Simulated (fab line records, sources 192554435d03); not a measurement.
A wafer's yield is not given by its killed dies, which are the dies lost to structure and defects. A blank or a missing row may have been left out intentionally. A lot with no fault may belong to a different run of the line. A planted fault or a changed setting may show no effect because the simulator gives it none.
Matching of chambers -- flow n5Finfet -- N5_ILD0_CMP_03 on cmp-04: 4 sister chambers
The step polishes, stops on SiNx, t overpolish 1.9 s, target thk 197.38 nm. 8 wafers are shown with their chamber, then 8 later ones without.

== WAFERS WITH THEIR CHAMBER ==
wafer,chamber,motorCurrentA (A),timeToEndpointS (s)
L100.4,3,13.3,69
L100.6,2,11.8,71
L102.5,1,12.1,68
L110.3,0,12.1,74
L110.4,1,12.0,72
L110.6,3,13.6,72
L111.1,2,11.6,73
L111.4,0,12.5,75

== WAFERS MISSING THEIR CHAMBER ==
wafer,motorCurrentA (A),timeToEndpointS (s)
L111.6,14.1,71
L112.1,13.4,72
L112.4,12.6,78
L114.1,13.4,76
L114.4,12.5,75
L114.5,12.0,72
L117.4,11.5,81
L117.5,12.1,74

== THE CHAMBER EACH PASSED THROUGH ==
wafer,from the rows above,in truth
L111.6,3,3
L112.1,3,3
L112.4,0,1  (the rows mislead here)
L114.1,3,3
L114.4,0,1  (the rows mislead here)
L114.5,can't be placed: 1 or 2 or 0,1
L117.4,can't be placed: 2 or 0 or 1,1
L117.5,can't be placed: 0 or 1 or 2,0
Placed correctly: 3 of 8. Can't be placed from these rows: 3 (the true chamber is among the candidates in 3). Number placed wrongly: 2.
How it was worked out, from the rows above alone: a wafer's distance from a chamber is the root of the sum, over the readings, of the square of ((its reading less the chamber's mean) divided by the reading's scatter). If the next closest chamber is less than 2 further off than the closest, the wafer can't be placed; otherwise it belongs to the closest. The mean given for a chamber averages the wafers shown for that chamber. The scatter is the square root of a quotient: the sum, over the shown wafers, of each reading's squared deviation from its chamber's mean, divided by wafers minus chambers.
